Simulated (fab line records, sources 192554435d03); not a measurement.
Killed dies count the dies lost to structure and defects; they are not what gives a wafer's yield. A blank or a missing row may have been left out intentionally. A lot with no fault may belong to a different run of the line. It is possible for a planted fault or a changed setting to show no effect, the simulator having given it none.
fab line records	flow n5_finfet
record: lots: 24	wafers: 72	last_day: 19
route steps=1938 shown MOL_CONTACT_COAG@627 BEOL_M0_SAQP@634
lots untouched by any fault: they come from a run of this same line in which no faults occurred
start_h: hours from the record's first day to the start of the lot's first wafer shown	wait_h: time in hours since the lot's previous step	" identical to the entry in the row above	L1.1+2: several wafers, shown together as one row	- no value present, or no start provided	* or withheld: withheld	< > ~ a bound
route shown NAME@n: NAME is a module with steps in the file, n the number in the route of the first one	usual: average and standard deviation across the fault-free wafers	same: alike in all rows	chamber/n: place in a boat	sites: readings site by site	_std_site: standard deviation of those values	_edge_site: inner sites' mean taken away from outer sites' mean	radius_mm: for every site, how far away it sits from the centre of the wafer	mask NAME#n: copy n	behind: the tool/chamber that last shaped the wafer	hold: why the lot went on hold/how many hours it stayed there/how the hold came to an end	device: which transistor (n, p or np) failed to switch	end of line: the tests these same wafers got at the end of their route	for a step that has no rows: nothing shown but its recipe	killed: the dies lost at the first sort to structure and to defects; this is not the yield of the wafer	map: dies across one wafer; x = killed, . = not, _ = none there
set.NAME: setting as actually run; set.NAME@STEP: the setting as run at that earlier step	model.NAME: the simulator's own value behind a step, which no gauge read
steps of the route over a sample of lots; a table a step, a row a wafer
services: the hour from which a tool's chamber was out of use, counted from the record's first day as start_h (under 0 if before that day), plus the number of hours and why
== steps ==
step: N5_MOL_CONTACT_COAG_CMP_52
recipe: stop_on: SiO2	t_overpolish_s: 1.5	post_cmp_clean: w_dilute_nh4oh	down_force_psi: 4	platen_rpm: 50.289	pad_velocity_m_s: 1.0006	target_thk_nm: 66.5
usual: motor_current_A: 11.4/1.4	overpolish_run_s: 1.500/0.0083	slurry_flow_ml_min: 150.0/0.48	time_to_endpoint_s: 13.1/2.4
same: t_overpolish_s: 1.5
lot.wafer	tool	chamber	start_h	wait_h	motor_current_A	overpolish_run_s	slurry_flow_ml_min	time_to_endpoint_s
L074.1	cmp-03	3	102.54	0.0	9.9	1.501	149.4	13.6
L074.2	"	0	"	"	11.2	1.496	149.5	17.2
L074.6	"	0	"	"	12.3	1.501	149.6	16.0
L075.2	cmp-04	0	111.32	0.1	10.7	1.496	150.0	11.2
L075.3	"	1	"	"	10.8	1.500	149.3	10.1
L075.5	"	3	"	"	9.2	1.475	149.9	14.0
L076.4	cmp-03	0	116.46	0.0	11.0	1.487	149.4	19.2
L076.3	"	3	"	"	10.3	1.504	149.6	15.6
L076.5	"	0	"	"	11.8	1.514	149.6	16.0
L077.3	cmp-03	0	118.31	0.1	11.9	1.500	150.6	15.4
L077.2	"	1	"	"	12.1	1.490	149.8	12.2
L077.5	"	0	"	"	11.0	1.502	150.3	16.0
L078.4	cmp-03	0	125.39	0.1	11.7	1.497	150.2	16.0
L078.3	"	1	"	"	13.1	1.489	150.0	13.6
L078.6	"	0	"	"	11.5	1.505	149.8	15.5
L079.4	cmp-03	1	136.83	0.0	12.8	1.503	151.1	11.1
L079.3	"	2	"	"	12.5	1.507	150.3	8.1
L079.1	"	0	"	"	11.6	1.502	150.1	15.7
L080.3	cmp-04	1	140.16	0.0	11.4	1.495	149.9	12.4
L080.4	"	2	"	"	13.9	1.503	149.4	10.3
L080.5	"	1	"	"	11.4	1.497	149.9	11.7
L081.4	cmp-03	2	155.17	0.1	12.1	1.503	149.5	10.4
L081.6	"	3	"	"	10.5	1.492	149.7	11.1
L081.5	"	0	"	"	11.5	1.504	150.3	15.4
L082.1	cmp-03	3	156.82	0.0	10.5	1.507	149.9	14.4
L082.2	"	0	"	"	10.9	1.488	150.1	14.6
L082.4	"	1	"	"	12.4	1.504	149.8	15.2
L083.4	cmp-02	0	158.41	0.0	11.3	1.503	150.0	16.1
L083.1	"	2	"	"	9.3	1.496	149.7	15.7
L083.5	"	1	"	"	10.6	1.502	149.9	11.3
L084.4	cmp-02	1	163.21	0.1	10.6	1.497	150.2	10.2
L084.6	"	0	"	"	11.4	1.501	150.2	12.3
L084.5	"	1	"	"	10.4	1.518	149.9	7.3
L085.1	cmp-02	1	170.67	0.0	10.4	1.510	149.6	13.4
L085.2	"	0	"	"	11.6	1.493	150.4	14.6
L085.6	"	1	"	"	10.5	1.497	150.0	12.4
L086.3	cmp-02	1	175.43	0.1	11.0	1.496	149.5	10.2
L086.4	"	2	"	"	8.9	1.495	150.0	15.0
L086.2	"	3	"	"	13.1	1.515	149.2	15.2
L087.2	cmp-03	2	179.92	0.0	11.8	1.508	150.4	12.5
L087.4	"	3	"	"	10.9	1.487	149.2	16.9
L087.3	"	1	"	"	12.2	1.504	150.4	14.4
L088.3	cmp-02	3	189.26	0.1	12.7	1.510	150.0	11.6
L088.1	"	0	"	"	11.6	1.507	149.4	13.4
L088.5	"	1	"	"	10.0	1.499	150.1	10.7
L089.4	cmp-03	0	194.46	0.1	11.9	1.512	151.3	15.2
L089.2	"	1	"	"	12.0	1.504	149.8	15.0
L089.5	"	2	"	"	11.6	1.508	150.0	11.4
L090.4	cmp-02	0	195.53	0.0	11.8	1.504	149.7	11.4
L090.2	"	2	"	"	9.0	1.483	149.9	9.5
L090.1	"	3	"	"	13.7	1.494	150.3	9.2
L091.2	cmp-04	0	201.21	0.1	10.4	1.497	151.2	12.1
L091.4	"	1	"	"	10.3	1.497	150.3	11.7
L091.5	"	3	"	"	9.4	1.511	150.2	15.0
L092.1	cmp-02	3	208.21	0.0	13.6	1.493	150.1	9.8
L092.2	"	0	"	"	11.7	1.495	151.0	13.3
L092.3	"	1	"	"	10.6	1.497	150.1	8.3
L093.2	cmp-04	1	214.39	0.0	10.7	1.495	150.2	13.2
L093.1	"	2	"	"	14.3	1.509	149.7	11.6
L093.4	"	0	"	"	11.3	1.499	150.3	14.3
L094.4	cmp-02	3	225.85	0.0	13.9	1.512	150.2	13.9
L094.3	"	1	"	"	10.8	1.498	149.6	12.5
L094.2	"	2	"	"	9.0	1.484	150.0	14.7
L095.3	cmp-03	2	226.03	0.0	11.8	1.504	150.3	13.6
L095.4	"	3	"	"	11.1	1.509	149.0	15.8
L095.5	"	3	"	"	10.7	1.492	149.4	16.3
L096.2	cmp-04	0	234.21	0.0	10.6	1.500	149.8	14.0
L096.3	"	1	"	"	11.7	1.485	149.9	12.4
L096.5	"	0	"	"	11.0	1.521	149.6	13.0
L097.4	cmp-04	2	238.05	0.1	14.2	1.504	149.7	13.1
L097.2	"	0	"	"	10.1	1.486	150.1	14.3
L097.6	"	1	"	"	11.1	1.504	150.4	11.1
step: N5_BEOL_M0_SAQP_HM_DEP_02
recipe: material: TiN	target_thk_a: 120	temp_c: 25	chamber_pressure_pa: 0.49996
usual: throttle_valve_pct: 29.4/0.94
lot.wafer	tool	chamber	start_h	wait_h	throttle_valve_pct
L074.1	pvd_sputter-03	-	107.45	1.2	28.8
L074.2	"	-	"	"	29.2
L074.6	"	-	"	"	29.8
L075.2	pvd_sputter-02	-	115.24	0.3	30.4
L075.3	"	-	"	"	30.5
L075.5	"	-	"	"	30.4
L076.3	pvd_sputter-01	-	121.48	1.3	30.2
L076.4	"	-	"	"	30.0
L076.5	"	-	"	"	28.7
L077.2	pvd_sputter-01	-	128.01	4.8	30.3
L077.3	"	-	"	"	28.8
L077.5	"	-	"	"	30.1
L078.3	pvd_sputter-03	-	129.75	0.7	30.0
L078.4	"	-	"	"	29.8
L078.6	"	-	"	"	29.9
L079.1	pvd_sputter-03	-	141.32	0.8	30.0
L079.3	"	-	"	"	30.1
L079.4	"	-	"	"	29.1
L080.3	pvd_sputter-02	-	147.44	3.6	26.9
L080.4	"	-	"	"	28.6
L080.5	"	-	"	"	28.5
L081.4	pvd_sputter-02	-	159.63	0.8	26.5
L081.5	"	-	"	"	30.5
L081.6	"	-	"	"	28.6
L082.1	pvd_sputter-03	-	163.86	2.1	29.3
L082.2	"	-	"	"	29.6
L082.4	"	-	"	"	29.8
L083.1	pvd_sputter-01	-	165.06	0.3	30.1
L083.4	"	-	"	"	29.9
L083.5	"	-	"	"	28.4
L084.4	pvd_sputter-02	-	168.03	0.2	30.4
L084.5	"	-	"	"	26.9
L084.6	"	-	"	"	28.5
L085.1	pvd_sputter-03	-	175.97	1.6	29.0
L085.2	"	-	"	"	29.6
L085.6	"	-	"	"	29.0
L086.2	pvd_sputter-03	-	181.70	2.6	29.6
L086.3	"	-	"	"	29.0
L086.4	"	-	"	"	30.0
L087.2	pvd_sputter-01	-	184.24	0.6	28.4
L087.3	"	-	"	"	28.9
L087.4	"	-	"	"	29.8
L088.1	pvd_sputter-01	-	194.36	1.5	29.8
L088.3	"	-	"	"	28.1
L088.5	"	-	"	"	30.1
L089.2	pvd_sputter-03	-	198.64	0.5	30.0
L089.4	"	-	"	"	29.4
L089.5	"	-	"	"	29.3
L090.1	pvd_sputter-01	-	201.62	0.5	28.4
L090.2	"	-	"	"	30.0
L090.4	"	-	"	"	30.1
L091.2	pvd_sputter-02	-	205.57	0.7	30.4
L091.4	"	-	"	"	28.2
L091.5	"	-	"	"	26.8
L092.1	pvd_sputter-02	-	212.83	0.9	30.3
L092.2	"	-	"	"	26.8
L092.3	"	-	"	"	28.5
L093.1	pvd_sputter-03	-	218.58	0.5	29.6
L093.2	"	-	"	"	29.0
L093.4	"	-	"	"	30.0
L094.2	pvd_sputter-03	-	231.24	1.7	29.6
L094.3	"	-	"	"	29.2
L094.4	"	-	"	"	29.9
L095.3	pvd_sputter-03	-	234.50	1.9	30.2
L095.4	"	-	"	"	29.8
L095.5	"	-	"	"	28.8
L096.2	pvd_sputter-03	-	240.94	3.0	29.9
L096.3	"	-	"	"	29.3
L096.5	"	-	"	"	30.0
L097.2	pvd_sputter-03	-	241.96	0.2	30.0
L097.4	"	-	"	"	29.3
L097.6	"	-	"	"	30.2
step: N5_BEOL_M0_SAQP_ETCH_83
recipe: chemistry: CF4	target: SiARC	target_depth_a: 390	mask_material: CAR-ArF	time_s: 65	ion_energy_ev: 80	pressure_mtorr: 40	source_w: 545	bias_w: 36	Ar_flow_sccm: 100	cf4_flow_sccm: 100	ends: cleared
usual: drypump_motor_current_A: 6.2/0.45	etch_rf_on_time_s: 65.1/1.7	oes_product_au: 0.64/0.051	rf_vpp_V: 183.8/1.2	showerhead_plenum_p_Torr: 2.13/0.068	throttle_valve_pct: 15.67/0.2
lot.wafer	tool	chamber	start_h	wait_h	drypump_motor_current_A	etch_rf_on_time_s	oes_product_au	rf_hours_counter_h	rf_vpp_V	showerhead_plenum_p_Torr	throttle_valve_pct
L074.1	rie_diel-02	2	108.27	0.0	5.9	62.9	0.62	193	185.7	2.12	15.71
L074.2	"	0	"	"	6.5	64.5	0.64	132	184.8	2.14	15.77
L074.6	"	2	"	"	5.9	62.3	0.62	-	183.2	2.12	15.70
L075.2	rie_diel-02	2	116.26	0.0	5.8	63.4	0.61	196	183.3	2.12	15.71
L075.3	"	1	"	"	5.7	68.2	0.61	155	184.7	2.22	15.59
L075.5	"	3	"	"	6.5	65.3	0.69	-	184.0	2.06	15.66
L076.3	rie_diel-06	2	122.41	0.0	6.7	65.2	0.62	202	183.1	2.06	15.88
L076.4	"	1	"	"	5.8	67.3	0.65	131	184.2	2.06	15.32
L076.5	"	2	"	"	6.7	64.1	0.63	-	183.3	2.06	15.87
L077.2	rie_diel-05	2	128.96	0.0	6.7	65.0	0.61	211	184.1	2.13	15.66
L077.3	"	1	"	"	5.7	68.4	0.60	186	182.8	2.05	15.87
L077.5	"	3	"	"	5.2	64.8	0.64	-	183.3	2.15	15.70
L078.3	rie_diel-02	3	130.69	0.0	6.5	64.6	0.69	96	182.5	2.06	15.66
L078.4	"	0	"	"	6.6	65.3	0.64	137	183.5	2.14	15.78
L078.6	"	0	"	"	6.5	64.9	0.64	-	184.3	2.14	15.78
L079.1	rie_diel-06	0	142.38	0.0	6.4	64.3	0.78	22	184.5	2.20	15.33
L079.3	"	2	"	"	6.7	64.0	0.62	207	181.7	2.05	15.88
L079.4	"	3	"	"	5.6	63.1	0.64	156	183.7	2.23	15.78
L080.3	rie_diel-02	0	148.38	0.0	6.6	65.5	0.63	142	184.6	2.13	15.79
L080.4	"	3	"	"	6.6	64.9	0.68	101	182.2	2.06	15.68
L080.5	"	0	"	"	6.5	65.0	0.64	-	183.9	2.13	15.80
L081.4	rie_diel-06	0	160.57	0.0	6.4	64.4	0.77	27	184.3	2.20	15.32
L081.5	"	0	"	"	6.4	63.9	0.78	-	183.3	2.20	15.33
L081.6	"	1	"	"	5.8	67.3	0.64	-	181.3	2.06	15.35
L082.1	rie_diel-06	0	164.79	0.0	6.4	64.7	0.78	28	184.1	2.20	15.36
L082.2	"	1	"	"	5.8	67.4	0.64	141	183.7	2.06	15.32
L082.4	"	2	"	"	6.7	64.6	0.61	213	181.5	2.05	15.88
L083.1	rie_diel-06	1	166.01	0.0	5.8	67.2	0.64	141	182.3	2.06	15.35
L083.4	"	2	"	"	6.7	64.6	0.61	213	182.4	2.05	15.91
L083.5	"	2	"	"	6.7	64.4	0.61	-	181.6	2.05	15.88
L084.4	rie_diel-06	3	168.95	0.0	5.6	63.5	0.63	164	185.9	2.23	15.80
L084.5	"	2	"	"	6.7	64.4	0.62	-	181.5	2.05	15.89
L084.6	"	1	"	"	5.8	67.7	0.64	-	184.2	2.06	15.33
L085.1	rie_diel-06	3	176.91	0.0	5.5	63.3	0.63	167	184.8	2.23	15.83
L085.2	"	0	"	"	6.4	64.2	0.77	31	185.0	2.19	15.36
L085.6	"	2	"	"	6.7	65.3	0.61	-	182.3	2.05	15.91
L086.2	rie_diel-02	1	182.65	0.0	5.7	67.5	0.60	172	184.7	2.21	15.63
L086.3	"	3	"	"	6.6	65.3	0.68	110	182.5	2.06	15.68
L086.4	"	2	"	"	5.8	62.2	0.61	213	183.6	2.11	15.75
L087.2	rie_diel-02	3	185.18	0.0	6.5	65.1	0.67	111	183.9	2.06	15.68
L087.3	"	2	"	"	5.8	62.2	0.61	214	183.8	2.11	15.75
L087.4	"	0	"	"	6.5	65.1	0.63	152	183.2	2.13	15.81
L088.1	rie_diel-06	0	195.17	0.0	6.4	64.4	0.76	37	183.8	2.19	15.36
L088.3	"	1	"	"	5.8	67.2	0.64	149	183.1	2.05	15.34
L088.5	"	3	"	"	5.5	62.5	0.62	-	185.4	2.23	15.81
L089.2	rie_diel-02	1	199.59	0.0	5.7	68.7	0.59	178	183.8	2.21	15.65
L089.4	"	2	"	"	5.8	63.6	0.60	219	183.3	2.11	15.75
L089.5	"	0	"	"	6.6	66.3	0.62	-	185.1	2.13	15.83
L090.1	rie_diel-06	0	202.55	0.0	6.4	65.1	0.75	39	184.7	2.19	15.37
L090.2	"	1	"	"	5.8	67.3	0.64	152	184.2	2.05	15.35
L090.4	"	1	"	"	5.8	67.6	0.63	-	183.8	2.05	15.36
L091.2	rie_diel-06	1	206.78	0.0	5.8	67.4	0.64	153	183.4	2.05	15.37
L091.4	"	3	"	"	5.6	62.7	0.61	175	185.5	2.22	15.82
L091.5	"	2	"	"	6.7	65.1	0.61	-	182.3	2.05	15.91
L092.1	rie_diel-02	3	213.81	0.0	6.5	65.1	0.66	120	184.0	2.05	15.72
L092.2	"	2	"	"	5.9	62.7	0.60	224	183.5	2.11	15.77
L092.3	"	1	"	"	5.7	68.2	0.59	183	184.4	2.21	15.66
L093.1	rie_diel-06	0	219.63	0.0	6.4	63.3	0.76	44	185.4	2.19	15.36
L093.2	"	1	"	"	5.8	65.5	0.64	158	182.9	2.05	15.39
L093.4	"	1	"	"	5.8	66.4	0.64	-	183.6	2.05	15.37
L094.2	rie_diel-06	1	232.18	0.0	5.8	66.8	0.63	161	181.9	2.05	15.38
L094.3	"	0	"	"	6.4	64.5	0.74	48	184.2	2.19	15.38
L094.4	"	2	"	"	6.7	64.3	0.60	232	182.8	2.05	15.95
L095.3	rie_diel-02	2	235.99	0.0	5.9	63.3	0.59	231	183.5	2.11	15.79
L095.4	"	3	"	"	6.6	66.1	0.66	126	183.4	2.05	15.73
L095.5	"	1	"	"	5.7	68.1	0.59	-	184.8	2.21	15.67
L096.2	rie_diel-02	3	242.02	0.0	6.5	64.7	0.67	128	183.2	2.05	15.74
L096.3	"	2	"	"	5.9	62.7	0.60	234	183.0	2.11	15.81
L096.5	"	0	"	"	6.5	64.4	0.62	-	182.5	2.12	15.84
L097.2	rie_diel-02	1	242.93	0.0	5.7	67.4	0.59	192	183.9	2.21	15.66
L097.4	"	0	"	"	6.6	65.6	0.62	168	185.2	2.12	15.84
L097.6	"	3	"	"	6.5	65.2	0.67	-	183.0	2.05	15.74
step: N5_BEOL_M0_SAQP_RECESS_109
recipe: chemistry: HF/NH3	target: SiO2	target_depth_a: 30	afs_cycles: 1	temp_c: 30	sublimation_temp_c: 180	sublimation_time_s: 60
usual: drypump_motor_current_A: 5.6/0.61	foreline_p_Torr: 0.1280/0.00053
lot.wafer	tool	chamber	start_h	wait_h	drypump_motor_current_A	foreline_p_Torr
L074.1	vapor_etch-01	1	110.78	0.0	4.9	0.1291
L074.2	"	0	"	"	6.6	0.1287
L074.6	"	1	"	"	4.9	0.1283
L075.2	vapor_etch-02	1	119.15	0.3	6.0	0.1282
L075.3	"	0	"	"	5.1	0.1286
L075.5	"	0	"	"	5.1	0.1284
L076.3	vapor_etch-02	1	125.18	0.1	6.0	0.1280
L076.4	"	0	"	"	5.1	0.1283
L076.5	"	1	"	"	6.0	0.1278
L077.2	vapor_etch-02	0	131.55	0.2	5.1	0.1277
L077.3	"	0	"	"	5.1	0.1280
L077.5	"	0	"	"	5.1	0.1279
L078.3	vapor_etch-02	1	134.43	0.1	6.0	0.1284
L078.4	"	0	"	"	5.1	0.1287
L078.6	"	1	"	"	6.0	0.1278
L079.1	vapor_etch-02	1	144.80	0.0	6.0	0.1284
L079.3	"	1	"	"	6.0	0.1286
L079.4	"	0	"	"	5.1	0.1281
L080.3	vapor_etch-02	1	150.85	0.1	6.0	0.1288
L080.4	"	0	"	"	5.1	0.1282
L080.5	"	1	"	"	6.0	0.1280
L081.4	vapor_etch-01	1	163.69	0.1	4.9	0.1277
L081.5	"	1	"	"	4.9	0.1284
L081.6	"	0	"	"	6.6	0.1275
L082.1	vapor_etch-02	0	167.19	0.0	5.1	0.1280
L082.2	"	1	"	"	6.0	0.1276
L082.4	"	0	"	"	5.1	0.1284
L083.1	vapor_etch-02	0	168.93	0.0	5.1	0.1276
L083.4	"	1	"	"	6.0	0.1280
L083.5	"	0	"	"	5.1	0.1278
L084.4	vapor_etch-02	1	172.62	0.1	6.0	0.1276
L084.5	"	1	"	"	6.0	0.1279
L084.6	"	0	"	"	5.1	0.1279
L085.1	vapor_etch-01	1	179.88	0.0	4.9	0.1267
L085.2	"	0	"	"	6.6	0.1284
L085.6	"	1	"	"	4.9	0.1271
L086.2	vapor_etch-02	0	185.09	0.0	5.1	0.1282
L086.3	"	1	"	"	6.0	0.1280
L086.4	"	0	"	"	5.1	0.1282
L087.2	vapor_etch-01	0	188.80	0.0	6.5	0.1287
L087.3	"	0	"	"	6.6	0.1289
L087.4	"	1	"	"	4.9	0.1266
L088.1	vapor_etch-02	1	197.68	0.1	6.0	0.1279
L088.3	"	1	"	"	6.0	0.1276
L088.5	"	1	"	"	6.0	0.1279
L089.2	vapor_etch-01	0	202.20	0.0	6.5	0.1280
L089.4	"	0	"	"	6.6	0.1273
L089.5	"	0	"	"	6.5	0.1277
L090.1	vapor_etch-01	1	205.14	0.0	4.9	0.1281
L090.2	"	0	"	"	6.5	0.1296
L090.4	"	0	"	"	6.4	0.1292
L091.2	vapor_etch-02	0	209.70	0.0	5.1	0.1277
L091.4	"	0	"	"	5.1	0.1274
L091.5	"	0	"	"	5.1	0.1271
L092.1	vapor_etch-01	1	216.35	0.0	4.9	0.1278
L092.2	"	0	"	"	6.6	0.1278
L092.3	"	1	"	"	4.9	0.1272
L093.1	vapor_etch-02	1	222.75	0.3	6.0	0.1277
L093.2	"	0	"	"	5.1	0.1278
L093.4	"	1	"	"	6.0	0.1281
L094.2	vapor_etch-02	1	234.57	0.0	6.0	0.1278
L094.3	"	0	"	"	5.1	0.1280
L094.4	"	1	"	"	6.0	0.1281
L095.3	vapor_etch-02	1	238.75	0.1	6.0	0.1280
L095.4	"	0	"	"	5.1	0.1278
L095.5	"	0	"	"	5.1	0.1280
L096.2	vapor_etch-02	1	244.48	0.0	6.0	0.1278
L096.3	"	1	"	"	6.0	0.1281
L096.5	"	0	"	"	5.1	0.1280
L097.2	vapor_etch-01	0	245.43	0.0	6.6	0.1266
L097.4	"	1	"	"	4.9	0.1280
L097.6	"	0	"	"	6.6	0.1279
step: N5_BEOL_M0_SAQP_MANDREL2_REMOVE_110
recipe: chemistry: HBr/Cl2/O2	bt_time_s: 10	target: a-Si	stop_on: SiCN	endpoint: OES-SiCl	over_etch_frac: 1	icp_w: 600	bias_w: 30	HBr_flow_sccm: 150	Cl2_flow_sccm: 80	O2_flow_sccm: 5	pressure_mtorr: 10
usual: HBr_flow_sccm: 150.0/0.45	drypump_motor_current_A: 5.6/0.52	oes_product_au: 1.006/0.017	throttle_valve_pct: 36.8/0.33
lot.wafer	tool	chamber	start_h	wait_h	HBr_flow_sccm	drypump_motor_current_A	oes_product_au	rf_hours_counter_h	throttle_valve_pct
L074.1	rie_si-01	3	112.01	0.1	149.4	4.7	1.007	190	37.0
L074.2	"	0	"	"	150.4	5.4	1.043	71	36.7
L074.6	"	0	"	"	150.3	5.4	1.046	-	36.7
L075.2	rie_si-01	1	121.94	0.1	150.0	5.9	0.997	172	36.5
L075.3	"	3	"	"	150.9	4.7	1.002	190	37.0
L075.5	"	2	"	"	150.1	5.1	0.987	-	37.5
L076.3	rie_si-01	3	126.15	0.1	149.7	4.8	1.000	190	37.0
L076.4	"	1	"	"	150.0	5.9	0.988	172	36.5
L076.5	"	0	"	"	149.5	5.4	1.035	-	36.7
L077.2	rie_si-03	3	135.27	0.1	150.0	5.4	0.978	70	37.2
L077.3	"	1	"	"	150.2	6.8	1.007	21	36.6
L077.5	"	3	"	"	150.0	5.4	0.985	-	37.2
L078.3	rie_si-01	2	135.80	0.1	149.6	5.1	1.008	177	37.4
L078.4	"	0	"	"	149.5	5.5	1.049	72	36.7
L078.6	"	0	"	"	149.7	5.5	1.056	-	36.7
L079.1	rie_si-03	3	145.58	0.1	150.3	5.4	0.981	70	37.2
L079.3	"	0	"	"	149.9	6.2	1.003	144	37.0
L079.4	"	1	"	"	150.4	6.8	1.013	-	36.6
L080.3	rie_si-01	3	151.59	0.1	149.8	4.8	1.016	190	37.0
L080.4	"	2	"	"	150.0	5.1	1.002	177	37.5
L080.5	"	1	"	"	150.1	5.9	1.006	-	36.5
L081.4	rie_si-03	1	164.92	0.1	149.9	6.8	0.995	-	36.6
L081.5	"	3	"	"	150.0	5.5	0.987	-	37.2
L081.6	"	0	"	"	150.6	6.2	0.997	-	37.1
L082.1	rie_si-01	0	168.04	0.1	150.3	5.4	1.039	72	36.7
L082.2	"	1	"	"	150.0	5.9	0.992	173	36.5
L082.4	"	3	"	"	150.5	4.8	1.006	191	37.0
L083.1	rie_si-04	2	171.31	0.1	150.3	5.8	0.997	149	36.5
L083.4	"	3	"	"	150.0	5.6	1.015	167	36.6
L083.5	"	3	"	"	150.1	5.6	0.995	-	36.6
L084.4	rie_si-04	0	173.37	0.1	149.9	5.5	1.013	14	36.9
L084.5	"	3	"	"	149.8	5.6	0.999	-	36.5
L084.6	"	2	"	"	149.8	5.8	0.991	-	36.5
L085.1	rie_si-03	0	180.66	0.1	149.3	6.2	1.005	145	37.0
L085.2	"	2	"	"	149.4	5.6	1.010	11	36.6
L085.6	"	1	"	"	150.4	6.8	1.000	-	36.6
L086.2	rie_si-03	1	187.56	0.1	150.4	6.8	1.003	22	36.6
L086.3	"	3	"	"	149.9	5.4	0.981	71	37.2
L086.4	"	0	"	"	150.2	6.2	1.004	145	37.0
L087.2	rie_si-01	2	190.62	0.1	149.6	5.1	0.992	178	37.5
L087.3	"	0	"	"	149.9	5.4	1.039	73	36.7
L087.4	"	2	"	"	149.4	5.1	0.992	-	37.5
L088.1	rie_si-04	2	199.04	0.1	150.6	5.8	1.001	149	36.5
L088.3	"	3	"	"	149.8	5.6	1.005	167	36.6
L088.5	"	3	"	"	150.1	5.6	1.005	-	36.6
L089.2	rie_si-01	0	202.98	0.1	150.2	5.4	1.036	73	36.7
L089.4	"	1	"	"	150.7	5.9	0.999	174	36.5
L089.5	"	2	"	"	149.5	5.1	0.996	-	37.5
L090.1	rie_si-04	1	205.92	0.1	150.0	4.8	1.001	41	36.6
L090.2	"	2	"	"	150.3	5.7	0.999	150	36.5
L090.4	"	0	"	"	149.2	5.5	1.017	15	36.9
L091.2	rie_si-01	1	210.52	0.1	150.2	5.9	0.998	174	36.5
L091.4	"	3	"	"	149.7	4.7	1.006	0	37.2
L091.5	"	0	"	"	150.7	5.4	1.042	-	36.7
L092.1	rie_si-04	1	217.23	0.1	150.6	4.8	1.001	42	36.6
L092.2	"	2	"	"	149.9	5.8	1.008	150	36.5
L092.3	"	0	"	"	149.9	5.4	1.015	15	36.9
L093.1	rie_si-04	1	223.54	0.1	151.0	4.8	1.004	42	36.6
L093.2	"	3	"	"	150.2	5.6	1.009	168	36.5
L093.4	"	2	"	"	150.1	5.8	1.009	150	36.5
L094.2	rie_si-01	3	235.49	0.1	150.8	4.7	0.997	1	37.2
L094.3	"	0	"	"	150.2	5.4	1.036	74	36.7
L094.4	"	1	"	"	149.5	5.9	0.991	174	36.5
L095.3	rie_si-01	2	239.49	0.1	150.0	5.1	0.987	179	37.5
L095.4	"	0	"	"	150.0	5.4	1.032	74	36.7
L095.5	"	1	"	"	150.6	6.0	1.000	-	36.5
L096.2	rie_si-04	3	245.38	0.1	149.3	5.6	1.009	168	36.6
L096.3	"	0	"	"	149.7	5.5	1.014	15	36.9
L096.5	"	3	"	"	149.7	5.6	1.012	-	36.5
L097.2	rie_si-01	3	246.21	0.1	149.8	4.8	1.000	1	37.2
L097.4	"	0	"	"	150.4	5.4	1.036	74	36.7
L097.6	"	3	"	"	149.6	4.7	0.997	-	37.2
step: N5_BEOL_M0_SAQP_OVL_MEAS_41
recipe: points_per_wafer: 522
usual: M0_CUT1_OVL: -0.4/0.6
lot.wafer	tool	chamber	start_h	wait_h	M0_CUT1_OVL[nm]
L074.1	overlay-02	0	112.58	0.0	-1.7
L074.2	"	0	"	"	-1.1
L074.6	"	0	"	"	-0.8
L075.2	overlay-02	0	122.53	0.0	0.2
L075.3	"	0	"	"	0.6
L075.5	"	0	"	"	-0.1
L076.3	overlay-02	0	126.61	0.0	0.4
L076.4	"	0	"	"	-0.3
L076.5	"	0	"	"	0.4
L077.2	overlay-02	0	135.85	0.0	-1.4
L077.3	"	0	"	"	-0.8
L077.5	"	0	"	"	-0.5
L078.3	overlay-02	0	136.26	0.0	0.0
L078.4	"	0	"	"	-0.8
L078.6	"	0	"	"	-0.7
L079.1	overlay-01	0	146.02	0.0	0.1
L079.3	"	0	"	"	0.1
L079.4	"	0	"	"	-0.3
L080.3	overlay-01	0	152.05	0.0	-1.6
L080.4	"	0	"	"	-0.8
L080.5	"	0	"	"	-1.1
L081.4	overlay-02	0	165.36	0.0	-0.8
L081.5	"	0	"	"	0.0
L081.6	"	0	"	"	-0.3
L082.1	overlay-02	0	168.62	0.0	-1.5
L082.2	"	0	"	"	0.5
L082.4	"	0	"	"	-1.2
L083.1	overlay-02	0	171.76	0.0	0.3
L083.4	"	0	"	"	0.2
L083.5	"	0	"	"	0.7
L084.4	overlay-02	0	173.96	0.0	-0.7
L084.5	"	0	"	"	-0.9
L084.6	"	0	"	"	-1.2
L085.1	overlay-01	0	181.23	0.0	-1.5
L085.2	"	0	"	"	-0.8
L085.6	"	0	"	"	-0.7
L086.2	overlay-02	0	188.01	0.0	-0.8
L086.3	"	0	"	"	-0.6
L086.4	"	0	"	"	0.4
L087.2	overlay-02	0	191.19	0.0	-0.4
L087.3	"	0	"	"	-0.4
L087.4	"	0	"	"	-0.8
L088.1	overlay-01	0	199.61	0.0	-0.2
L088.3	"	0	"	"	-0.4
L088.5	"	0	"	"	-0.1
L089.2	overlay-02	0	203.43	0.0	-0.8
L089.4	"	0	"	"	-0.1
L089.5	"	0	"	"	-0.6
L090.1	overlay-02	0	206.36	0.0	-0.4
L090.2	"	0	"	"	-1.0
L090.4	"	0	"	"	-0.4
L091.2	overlay-02	0	211.10	0.0	-0.3
L091.4	"	0	"	"	0.4
L091.5	"	0	"	"	-0.9
L092.1	overlay-02	0	217.68	0.0	-1.0
L092.2	"	0	"	"	-0.2
L092.3	"	0	"	"	-0.8
L093.1	overlay-02	0	224.11	0.0	0.2
L093.2	"	0	"	"	-0.9
L093.4	"	0	"	"	-0.2
L094.2	overlay-02	0	236.07	0.0	-1.0
L094.3	"	0	"	"	-0.8
L094.4	"	0	"	"	-0.4
L095.3	overlay-02	0	240.08	0.0	-0.1
L095.4	"	0	"	"	0.4
L095.5	"	0	"	"	-0.2
L096.2	overlay-01	0	245.83	0.0	0.1
L096.3	"	0	"	"	0.1
L096.5	"	0	"	"	0.7
L097.2	overlay-01	0	246.78	0.0	-0.1
L097.4	"	0	"	"	0.8
L097.6	"	0	"	"	-0.1
== services ==
tool	chamber	start_h	hours	kind
cmp-02	-	84.45	4.4	repair
rie_diel-02	1	93.14	16.4	repair
cmp-03	-	93.65	5.6	pm
pvd_sputter-03	-	95.98	4.5	repair
rie_si-03	0	96.08	10.2	repair
vapor_etch-02	-	98.77	2.3	repair
pvd_sputter-03	-	120.94	3.7	repair
pvd_sputter-01	-	121.58	6.0	repair
pvd_sputter-01	-	130.92	7.7	repair
rie_si-03	2	144.22	29.4	repair
rie_si-03	-	148.63	11.8	repair
cmp-04	-	160.49	4.0	pm
rie_si-01	3	180.22	-	clean
vapor_etch-02	-	183.53	1.0	repair
rie_diel-05	1	198.10	1.3	repair
cmp-04	-	206.74	4.0	pm
rie_diel-06	3	216.58	5.0	repair
rie_si-01	1	219.04	13.9	repair
cmp-04	-	224.54	0.8	repair
rie_si-03	-	234.34	2.8	pm
cmp-03	-	235.46	3.2	repair
rie_si-03	0	237.16	55.4	repair
cmp-02	-	237.45	4.0	pm
rie_diel-06	1	240.99	8.6	repair
== key ==
fault none
